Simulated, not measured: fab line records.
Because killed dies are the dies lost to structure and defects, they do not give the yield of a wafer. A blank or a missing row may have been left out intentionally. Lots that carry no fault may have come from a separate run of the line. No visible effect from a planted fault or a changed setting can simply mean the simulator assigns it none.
What tool caused it? :: flow n5Finfet :: Sampling: 12 lots, 36 wafers, 3 of 1938 route steps

== WHAT EACH GAUGE READ, for each wafer ==
N5_BEOL_M4_THK_MEAS_53: measures by xrf.
lot: L077
measured: day 8 13:35
on: filmMetro-02
M4_THK (nm): 37.7 38.6 40.1

lot: L075
measured: day 8 23:41
on: filmMetro-02
M4_THK (nm): 37.9 37.6 38.7

lot: L080
measured: day 9 04:39
on: filmMetro-02
M4_THK (nm): 40.4 40.0 40.2

lot: L081
measured: day 9 07:50
on: filmMetro-02
M4_THK (nm): 37.9 40.7 39.7

lot: L083
measured: day 10 05:37
on: filmMetro-02
M4_THK (nm): 39.1 38.6 39.1

lot: L086
measured: day 11 00:34
on: filmMetro-01
M4_THK (nm): 40.3 39.3 40.1

lot: L087
measured: day 11 09:20
on: filmMetro-01
M4_THK (nm): 37.4 37.5 38.1

lot: L090
measured: day 11 12:32
on: filmMetro-02
M4_THK (nm): 39.2 38.2 40.0

lot: L091
measured: day 12 06:37
on: filmMetro-01
M4_THK (nm): 37.4 39.2 35.7

lot: L093
measured: day 12 21:37
on: filmMetro-02
M4_THK (nm): 40.6 39.3 37.9

lot: L095
measured: day 13 04:31
on: filmMetro-02
M4_THK (nm): 38.7 39.1 39.2

lot: L097
measured: day 13 23:34
on: filmMetro-01
M4_THK (nm): 38.0 39.6 39.1

== WHAT TOOL EACH LOT RAN ON (gives the tool, then ch and the chambers of the sampled wafers, and finally the start) ==
lot: L077
N5_BEOL_M4_ANNEAL_82: pvdSputter-01, day 8 11:32
N5_BEOL_M4_ANNEAL_87: pvdSputter-01, day 8 11:45

lot: L075
N5_BEOL_M4_ANNEAL_82: pvdSputter-03, day 8 21:38
N5_BEOL_M4_ANNEAL_87: pvdSputter-03, day 8 21:52

lot: L080
N5_BEOL_M4_ANNEAL_82: pvdSputter-01, day 9 02:30
N5_BEOL_M4_ANNEAL_87: pvdSputter-01, day 9 02:43

lot: L081
N5_BEOL_M4_ANNEAL_82: pvdSputter-01, day 9 05:49
N5_BEOL_M4_ANNEAL_87: pvdSputter-01, day 9 06:02

lot: L083
N5_BEOL_M4_ANNEAL_82: pvdSputter-02, day 10 03:35
N5_BEOL_M4_ANNEAL_87: pvdSputter-02, day 10 03:48

lot: L086
N5_BEOL_M4_ANNEAL_82: pvdSputter-03, day 10 22:32
N5_BEOL_M4_ANNEAL_87: pvdSputter-03, day 10 22:45

lot: L087
N5_BEOL_M4_ANNEAL_82: pvdSputter-02, day 11 07:19
N5_BEOL_M4_ANNEAL_87: pvdSputter-02, day 11 07:32

lot: L090
N5_BEOL_M4_ANNEAL_82: pvdSputter-01, day 11 10:26
N5_BEOL_M4_ANNEAL_87: pvdSputter-01, day 11 10:39

lot: L091
N5_BEOL_M4_ANNEAL_82: pvdSputter-01, day 12 04:35
N5_BEOL_M4_ANNEAL_87: pvdSputter-01, day 12 04:49

lot: L093
N5_BEOL_M4_ANNEAL_82: pvdSputter-03, day 12 19:35
N5_BEOL_M4_ANNEAL_87: pvdSputter-03, day 12 19:49

lot: L095
N5_BEOL_M4_ANNEAL_82: pvdSputter-03, day 13 02:29
N5_BEOL_M4_ANNEAL_87: pvdSputter-03, day 13 02:43

lot: L097
N5_BEOL_M4_ANNEAL_82: pvdSputter-03, day 13 21:28
N5_BEOL_M4_ANNEAL_87: pvdSputter-03, day 13 21:41
- N5_BEOL_M4_ANNEAL_82: time 240 s.
- N5_BEOL_M4_ANNEAL_87: time 240 s.

== THE ANSWER, worked out from the rows above alone ==
Rule: usual is defined by the lots themselves. The widest of any qualifying gaps counts: lots, ordered by their means at a reading, are off when they make up no more than a third of the lots, leave a main group of 4 or more, and stand apart from it by 3 or more times the standard deviation of that group's means. Not used: any main group whose means are identical at the precision the tables above print for the reading. Also off: a lot with no number at a reading for which 4 or more lots have one. Where the step has rows for the other lots, those lots are counted as sound.
Across all readings shown, no lot is off: no conclusion can be drawn from this.

== WHAT WAS PUT IN BY THE SIMULATOR ==
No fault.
